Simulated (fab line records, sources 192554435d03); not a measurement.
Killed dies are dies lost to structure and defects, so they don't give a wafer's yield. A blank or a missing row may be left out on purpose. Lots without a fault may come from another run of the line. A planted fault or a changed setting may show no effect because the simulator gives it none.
fab line records | flow n5_finfet
record lots=7 wafers=21 last_day=20
route steps=1938 shown MOL_CONTACT_COAG@529 BEOL_M4@1111
lots that met no fault: from a run of the same line without faults
start_h: hours from the record's first day to the start of the lot's first wafer shown | wait_h: hours since the lot's step before | " the same as in the row above | L1.1+2: a row that stands for several wafers | - no value, or no start given | * or withheld: withheld | < > ~ a bound
route shown NAME@n: a module of which the file shows steps, and the number in the route of the first | usual: mean/standard deviation of fault-free wafers | same: alike in all rows | chamber/n: place in a boat | sites: the reading at each site | _std_site: their standard deviation | _edge_site: outer sites' mean less inner sites' | radius_mm: how far each site lies from the wafer's centre | mask NAME#n: copy n | behind: the tool/chamber that last shaped the wafer | hold: why the lot was held/for how many hours/how that ended | device: the transistor (n, p or np) that didn't switch | end of line: the same wafers' tests at the end of the route | a step without rows: its recipe alone | killed: dies lost to structure and defects at the first sort, not the wafer's yield | map: a wafer's dies, x killed, . not, _ none there
set.NAME: the setting as run; set.NAME@STEP: as run at that earlier step | model.NAME: the simulator's own value behind a step, which no gauge read
steps of the route over a sample of lots; a table a step, a row a wafer
services: from which hour (start_h, from the record's first day; less than 0 if before it) a tool's chamber was out of use, for how many hours, and why
## steps
# step N5_MOL_CONTACT_COAG_DESCUM_13
# recipe chemistry=O2 time_s=7 source_power_w=50 bias_power_w=20 pressure_mtorr=20 rf_frequency_hz=2.712e+07 temp_c=40 resist=CAR-EUV o2_flow_sccm=225
# usual drypump_motor_current_A=5.8/0.42 oes_product_au=0.79/0.057 rf_fwd_power_W=49.40/0.2 rf_vpp_V=243.8/1.2 showerhead_plenum_p_Torr=2.13/0.061 throttle_valve_pct=20.45/0.19
# columns lot.wafer tool chamber start_h wait_h drypump_motor_current_A oes_product_au rf_fwd_power_W rf_hours_counter_h rf_vpp_V showerhead_plenum_p_Torr throttle_valve_pct
L933.2 rie_diel-06 2 87.29 0.0 5.0 0.77 49.60 147 244.6 2.19 20.28
L933.5 " 1 " " 5.7 0.88 49.36 - 244.7 2.13 20.41
L933.6 " 2 " " 5.1 0.76 49.47 - 243.4 2.19 20.30
L935.1 rie_diel-04 0 104.02 0.0 6.4 0.70 49.37 243 242.0 1.97 20.59
L935.2 " 2 " " 5.5 0.72 49.19 175 245.8 2.17 20.92
L935.4 " 1 " " 5.3 0.84 49.28 67 243.1 2.11 20.05
L948.2 rie_diel-06 0 211.53 0.0 5.9 0.74 49.43 189 242.6 2.08 20.66
L948.4 " 3 " " 5.9 0.76 49.20 147 242.3 2.10 20.48
L948.5 " 2 " " 5.1 0.73 49.23 - 243.8 2.18 20.34
L949.1 rie_diel-01 0 211.76 0.2 5.7 0.85 49.24 75 243.6 2.21 20.49
L949.4 " 3 " " 5.6 0.77 49.41 141 242.9 2.09 20.55
L949.5 " 0 " " 5.7 0.84 49.14 - 245.1 2.21 20.50
L951.1 rie_diel-01 0 218.58 0.0 5.7 0.84 49.56 77 246.2 2.21 20.48
L951.2 " 1 " " 5.7 0.81 49.52 93 244.2 2.12 20.40
L951.5 " 3 " " 5.6 0.76 49.74 - 244.6 2.09 20.52
L954.1 rie_diel-04 3 257.07 0.4 6.5 0.73 49.58 203 242.2 2.17 20.29
L954.2 " 0 " " 6.4 0.89 49.23 30 246.0 2.22 20.31
L954.4 " 2 " " 5.4 0.69 49.42 220 244.0 2.16 20.97
L953.1 rie_diel-04 2 258.21 0.0 5.4 0.70 49.27 221 243.5 2.16 20.97
L953.4 " 1 " " 5.3 0.79 49.27 111 242.3 2.10 20.12
L953.5 " 3 " " 6.5 0.74 49.87 - 245.4 2.17 20.29
# step N5_MOL_CONTACT_COAG_STRIP_98
# recipe chemistry=N2/H2 power_w=500 temp_c=40 pressure_mtorr=50 rf_frequency_hz=6e+07 overash_fraction=0.3 bias_power_w=8 h2_frac=0.5 n2_flow_sccm=300 h2_flow_sccm=300
# usual drypump_motor_current_A=5.8/0.42 n2_flow_sccm=300.0/0.96 oes_product_au=0.79/0.057 rf_vpp_V=54.3/1.6 showerhead_plenum_p_Torr=3.41/0.092 throttle_valve_pct=18.9/0.34
# columns lot.wafer tool chamber start_h wait_h drypump_motor_current_A n2_flow_sccm oes_product_au rf_hours_counter_h rf_vpp_V showerhead_plenum_p_Torr throttle_valve_pct
L933.2 rie_diel-06 2 87.62 0.0 5.1 300.8 0.76 147 53.9 3.50 19.1
L933.5 " 1 " " 5.8 300.7 0.87 - 53.9 3.41 18.9
L933.6 " 2 " " 5.1 299.5 0.76 - 57.4 3.50 19.1
L935.1 rie_diel-04 0 104.35 0.0 6.4 298.7 0.71 243 53.8 3.18 19.0
L935.2 " 2 " " 5.4 303.0 0.71 175 55.7 3.48 19.6
L935.4 " 1 " " 5.3 299.6 0.84 67 53.8 3.40 18.2
L948.2 rie_diel-06 0 211.86 0.0 6.0 300.4 0.75 189 55.3 3.33 19.4
L948.4 " 3 " " 5.9 298.5 0.75 147 51.1 3.35 18.9
L948.5 " 2 " " 5.1 300.9 0.75 - 55.4 3.49 19.1
L949.1 rie_diel-01 0 212.09 0.0 5.7 300.8 0.84 75 56.7 3.53 19.1
L949.4 " 3 " " 5.6 299.8 0.76 141 54.2 3.36 19.1
L949.5 " 0 " " 5.8 300.6 0.85 - 59.4 3.53 19.1
L951.1 rie_diel-01 0 218.91 0.0 5.8 299.3 0.83 77 54.1 3.53 19.1
L951.2 " 1 " " 5.7 301.0 0.84 93 56.8 3.39 18.9
L951.5 " 3 " " 5.6 299.1 0.76 - 52.6 3.36 19.1
L954.1 rie_diel-04 3 257.40 0.0 6.5 300.4 0.74 204 56.2 3.46 18.5
L954.2 " 0 " " 6.4 299.3 0.90 30 54.3 3.57 18.7
L954.4 " 2 " " 5.4 301.0 0.69 221 50.0 3.46 19.7
L953.1 rie_diel-04 2 258.54 0.0 5.5 301.7 0.69 221 56.2 3.45 19.7
L953.4 " 1 " " 5.3 300.2 0.79 111 54.6 3.37 18.3
L953.5 " 3 " " 6.5 301.0 0.75 - 55.2 3.46 18.5
# step N5_MOL_CONTACT_COAG_SIL_ANNEAL_21
# recipe temp_c=550 time_s=60 ambient=N2
# usual lamp_power_pct=6.22/0.15 lamp_zone_3_pct=6.22/0.15 lamp_zone_6_pct=6.16/0.15 wafer_temp_C_max=551.6/0.62
# columns lot.wafer tool chamber start_h wait_h lamp_power_pct lamp_zone_3_pct lamp_zone_6_pct wafer_temp_C_max
L933.2 rtp_anneal-01 0 90.08 0.4 6.09 6.09 6.04 551.2
L933.5 " 0 " " 6.09 6.07 6.03 551.6
L933.6 " 0 " " 6.09 6.09 6.03 550.8
L935.1 rtp_anneal-01 0 105.45 0.2 6.08 6.09 6.05 551.2
L935.2 " 0 " " 6.09 6.09 6.02 550.9
L935.4 " 0 " " 6.09 6.09 6.04 550.7
L948.2 rtp_anneal-02 0 212.90 0.2 6.39 6.40 6.33 552.8
L948.4 " 0 " " 6.40 6.40 6.33 552.2
L948.5 " 0 " " 6.39 6.40 6.34 552.3
L949.1 rtp_anneal-01 0 213.22 0.2 6.09 6.09 6.04 551.0
L949.4 " 0 " " 6.08 6.09 6.03 551.4
L949.5 " 0 " " 6.10 6.09 6.03 551.0
L951.1 rtp_anneal-01 0 222.17 0.2 6.08 6.09 6.03 551.2
L951.2 " 0 " " 6.08 6.09 6.04 551.2
L951.5 " 0 " " 6.09 6.10 6.03 550.8
L954.1 rtp_anneal-02 0 261.41 0.4 6.38 6.41 6.34 551.9
L954.2 " 0 " " 6.39 6.40 6.34 551.8
L954.4 " 0 " " 6.39 6.40 6.33 552.2
L953.1 rtp_anneal-01 0 261.57 0.3 6.08 6.09 6.03 551.3
L953.4 " 0 " " 6.08 6.09 6.03 551.6
L953.5 " 0 " " 6.08 6.09 6.03 551.4
# step N5_MOL_CONTACT_COAG_CMP_23
# recipe stop_on=SiO2 t_overpolish_s=1.5 post_cmp_clean=cu_alkaline down_force_psi=2 platen_rpm=50.289 pad_velocity_m_s=1.0006 target_thk_nm=0
# usual motor_current_A=8.6/1.3 overpolish_run_s=1.499/0.0087 time_to_endpoint_s=10.0/2.2
# columns lot.wafer tool chamber start_h wait_h motor_current_A overpolish_run_s time_to_endpoint_s
L933.2 cmp-01 1 93.86 0.1 8.8 1.498 3.6
L933.5 " 0 " " 8.1 1.494 5.9
L933.6 " 1 " " 9.0 1.513 4.0
L935.1 cmp-01 3 110.59 0.0 7.1 1.514 8.6
L935.4 " 1 " " 8.4 1.507 5.9
L935.2 " 2 " " 8.5 1.492 7.5
L948.4 cmp-01 3 215.16 0.0 7.2 1.511 9.6
L948.2 " 0 " " 7.8 1.505 11.6
L948.5 " 0 " " 7.7 1.504 19.5
L949.4 cmp-01 1 215.51 0.1 8.9 1.494 10.7
L949.1 " 3 " " 7.3 1.500 10.1
L949.5 " 0 " " 7.9 1.491 18.7
L951.1 cmp-02 1 228.27 0.1 7.6 1.505 8.2
L951.2 " 2 " " 8.5 1.477 8.5
L951.5 " 1 " " 7.8 1.498 6.6
L954.2 cmp-03 1 265.38 0.1 11.5 1.487 12.1
L954.4 " 2 " " 8.1 1.486 11.2
L954.1 " 0 " " 8.7 1.500 12.6
L953.1 cmp-03 1 265.87 0.3 11.9 1.505 10.0
L953.4 " 3 " " 9.3 1.491 10.0
L953.5 " 1 " " 11.9 1.491 11.7
# step N5_MOL_CONTACT_COAG_THK_MEAS_29
# recipe reads=SiNx_of_GATE_CUT_PECVD_57+SiNx_of_GATE_CUT_SAC_CAP_01
# usual MD_CAP_THK=17.88/0.085
# columns lot.wafer tool chamber start_h wait_h MD_CAP_THK[nm]
L933.2 film_metro-01 - 96.68 - 17.94
L933.5 " - " " 17.84
L933.6 " - " " 17.83
L935.1 film_metro-01 - 113.27 - 17.91
L935.2 " - " " 17.77
L935.4 " - " " 17.85
L948.2 film_metro-02 - 218.28 - 17.99
L948.4 " - " " 17.99
L948.5 " - " " 19.09
L949.1 film_metro-01 - 218.96 - 17.96
L949.4 " - " " 17.94
L949.5 " - " " 18.99
L951.1 film_metro-01 - 230.91 - 17.91
L951.2 " - " " 17.91
L951.5 " - " " 17.87
L954.1 film_metro-01 - 269.67 - 17.87
L954.2 " - " " 17.81
L954.4 " - " " 17.91
L953.1 film_metro-01 - 270.04 - 17.86
L953.4 " - " " 17.80
L953.5 " - " " 17.82
# step N5_MOL_CONTACT_COAG_ETCH_47
# recipe chemistry=CH3F/O2 target=SiNx target_depth_a=270 mask_material=SiO2 stop_on=W over_etch_frac=0.2 ion_energy_ev=120 endpoint=OES-CN pressure_mtorr=30 source_w=395 bias_w=73 Ar_flow_sccm=150 CH3F_flow_sccm=30 O2_flow_sccm=20 ends=end_point
# usual O2_flow_sccm=20.00/0.062 bias_w=72.99/0.22 drypump_motor_current_A=5.8/0.41 etch_rf_on_time_s=31.1/0.35 oes_product_au=0.70/0.05 rf_fwd_power_W=386.1/1.6 rf_vpp_V=298/4 showerhead_plenum_p_Torr=2.03/0.052 throttle_valve_pct=16.38/0.21
# columns lot.wafer tool chamber start_h wait_h O2_flow_sccm bias_w drypump_motor_current_A etch_rf_on_time_s oes_product_au rf_fwd_power_W rf_hours_counter_h rf_vpp_V showerhead_plenum_p_Torr throttle_valve_pct
L933.2 rie_diel-04 0 99.43 0.0 19.94 72.88 6.4 31.8 0.63 384.8 241 292 1.88 16.60
L933.5 " 1 " " 20.17 73.13 5.3 31.2 0.74 385.6 - 293 2.02 15.95
L933.6 " 2 " " 20.04 72.98 5.4 31.5 0.64 386.2 - 301 2.07 16.77
L935.1 rie_diel-04 2 115.33 0.0 20.07 73.64 5.4 31.7 0.64 388.8 179 301 2.07 16.80
L935.2 " 0 " " 20.02 73.01 6.4 31.4 0.62 385.3 247 292 1.88 16.62
L935.4 " 3 " " 19.97 72.99 6.4 31.1 0.69 388.0 162 302 2.08 16.14
L948.2 rie_diel-01 0 219.86 0.0 19.99 73.32 5.7 31.0 0.74 385.8 77 300 2.10 16.36
L948.4 " 1 " " 20.07 73.05 5.8 30.9 0.73 387.1 93 299 2.02 16.33
L948.5 " 3 " " 20.05 72.89 5.6 33.0 0.68 389.4 - 297 2.01 16.52
L949.1 rie_diel-06 3 220.54 0.0 20.10 72.88 5.9 31.0 0.68 387.1 150 295 2.00 16.32
L949.4 " 2 " " 19.98 72.52 5.1 30.9 0.65 387.6 - 301 2.08 16.24
L949.5 " 3 " " 20.00 72.81 5.9 32.6 0.67 385.8 - 297 2.00 16.33
L951.1 rie_diel-06 1 234.08 0.0 20.06 73.16 5.7 31.4 0.74 384.5 75 301 2.02 16.36
L951.2 " 2 " " 19.97 73.32 5.1 30.9 0.66 385.2 183 301 2.08 16.26
L951.5 " 0 " " 20.10 72.70 5.9 31.7 0.65 385.8 - 293 1.98 16.55
L954.1 rie_diel-01 3 276.52 0.0 19.97 73.08 5.6 31.0 0.67 386.8 162 298 2.01 16.56
L954.2 " 0 " " 19.90 72.92 5.7 31.4 0.72 386.6 93 303 2.10 16.39
L954.4 " 2 " " 19.97 73.35 6.3 31.0 0.72 383.7 91 296 1.94 16.50
L953.1 rie_diel-06 0 276.84 0.0 20.01 73.04 6.0 31.8 0.63 385.6 211 293 1.97 16.59
L953.4 " 2 " " 19.96 72.84 5.1 30.8 0.64 384.8 201 301 2.07 16.29
L953.5 " 1 " " 20.02 72.98 5.8 31.3 0.72 382.8 - 305 2.02 16.39
# step N5_BEOL_M4_RC_MEAS_101
# usual DIBL_N=36.5/1.2 DIBL_P=36.5/1.6 IOFF_N=0.162/0.023 IOFF_P=0.221/0.03 ION_N=678/8 ION_P=466/6.3 SS_N=71.6/0.46 SS_P=73.3/0.57 VT_N=249.2/2.6 VT_P=-249/3.3
# columns lot.wafer tool chamber start_h wait_h DIBL_N[mV/V] DIBL_P[mV/V] IOFF_N[nA/um] IOFF_P[nA/um] ION_N[uA/um] ION_P[uA/um] SS_N[mV/dec] SS_P[mV/dec] VT_N[mV] VT_P[mV]
L933.2 prober-02 0 183.81 0.3 38.6 36.2 0.178 0.225 683 463 71.8 73.7 247.0 -252
L933.5 " 0 " " 36.6 34.8 0.144 0.207 665 460 71.2 73.2 249.8 -250
L933.6 " 0 " " 37.1 34.5 0.149 0.197 679 463 72.2 72.9 249.5 -252
L935.1 prober-02 0 242.59 0.4 35.9 36.2 0.143 0.197 676 470 71.2 73.5 251.3 -252
L935.2 " 0 " " 38.2 38.8 0.187 0.249 691 468 71.9 74.2 247.9 -249
L935.4 " 0 " " 34.9 34.9 0.126 0.177 664 458 71.0 73.4 253.5 -254
L948.2 prober-02 0 312.46 0.2 36.4 36.0 0.158 0.192 674 459 72.3 73.2 247.5 -252
L948.4 " 0 " " 35.2 34.9 0.139 0.184 671 460 71.1 73.0 249.5 -252
L948.5 " 0 " " 35.3 34.5 0.131 0.173 667 463 71.5 72.2 254.4 -253
L949.1 prober-02 0 320.28 0.0 35.0 36.7 0.145 0.218 684 475 71.1 73.9 249.7 -248
L949.4 " 0 " " 35.2 35.8 0.135 0.209 681 474 71.5 73.2 251.7 -251
L949.5 " 0 " " 36.1 37.5 0.160 0.250 686 481 71.6 73.1 249.6 -246
L951.1 prober-01 0 323.73 0.0 36.2 38.9 0.194 0.254 695 471 72.0 73.8 247.0 -246
L951.2 " 0 " " 35.3 38.1 0.165 0.232 677 464 72.7 72.7 248.3 -248
L951.5 " 0 " " 34.6 36.3 0.152 0.215 678 465 71.9 73.0 251.2 -247
L954.1 prober-02 0 361.53 0.0 37.5 37.2 0.169 0.210 675 462 72.1 73.1 250.7 -251
L954.2 " 0 " " 37.1 36.5 0.147 0.203 669 462 72.0 72.9 251.4 -249
L954.4 " 0 " " 35.6 34.3 0.125 0.176 668 459 70.9 73.2 253.9 -252
L953.1 prober-01 0 364.54 0.0 38.0 36.7 0.167 0.214 674 462 72.0 74.3 246.7 -249
L953.4 " 0 " " 37.1 35.6 0.155 0.203 677 465 71.5 72.9 248.8 -250
L953.5 " 0 " " 36.0 34.9 0.138 0.189 672 464 71.7 73.1 250.6 -249
## services
# columns tool chamber start_h hours kind
cmp-02 - 63.96 4.0 pm
cmp-03 - 71.34 5.1 pm
cmp-02 - 77.75 3.5 repair
rie_diel-04 1 106.06 2.9 repair
rie_diel-04 0 124.52 - clean
cmp-01 - 127.61 1.6 repair
cmp-03 - 146.79 0.3 repair
rie_diel-06 - 152.62 0.9 repair
cmp-02 - 160.77 1.0 repair
rie_diel-01 0 161.28 4.4 repair
cmp-01 - 178.10 2.4 repair
rie_diel-01 1 187.71 6.8 repair
cmp-03 - 194.05 0.8 repair
cmp-02 - 204.15 0.5 repair
rie_diel-06 1 214.42 9.5 repair
cmp-03 - 221.66 29.9 repair
cmp-01 - 232.38 5.4 pm
rie_diel-01 - 234.77 2.8 pm
cmp-01 - 243.19 4.5 pm
rie_diel-06 3 258.10 3.1 repair
rie_diel-04 3 260.32 20.8 repair
cmp-01 - 265.06 4.0 pm
cmp-03 - 267.28 4.0 pm
cmp-01 - 274.58 4.7 repair
## key
first_sign step=N5_MOL_CONTACT_COAG_CMP_23 reading=time_to_endpoint_s direction=up sigmas=4.1 usual=* struck=*
effect step=N5_MOL_CONTACT_COAG_THK_MEAS_29 reading=MD_CAP_THK direction=up sigmas=14 usual=17.88 struck=19.04
effect step=N5_MOL_CONTACT_COAG_ETCH_47 reading=etch_rf_on_time_s direction=up sigmas=4.9 usual=* struck=*
met_at N5_MOL_CONTACT_COAG_CMP_23
struck_lots L948,L949
struck_wafers L948.5,L949.5
not_acting_at N5_MOL_CONTACT_COAG_DESCUM_13,N5_MOL_CONTACT_COAG_STRIP_98,N5_MOL_CONTACT_COAG_SIL_ANNEAL_21
onset_between 110.59 215.16
fault kind=process_parameter_drift tool=cmp-01 chamber=- onset_h=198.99 steps=N5_MOL_CONTACT_COAG_CMP_23 channel=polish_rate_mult offset=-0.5 shape=step end_h=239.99 scope=struck_wafers_only
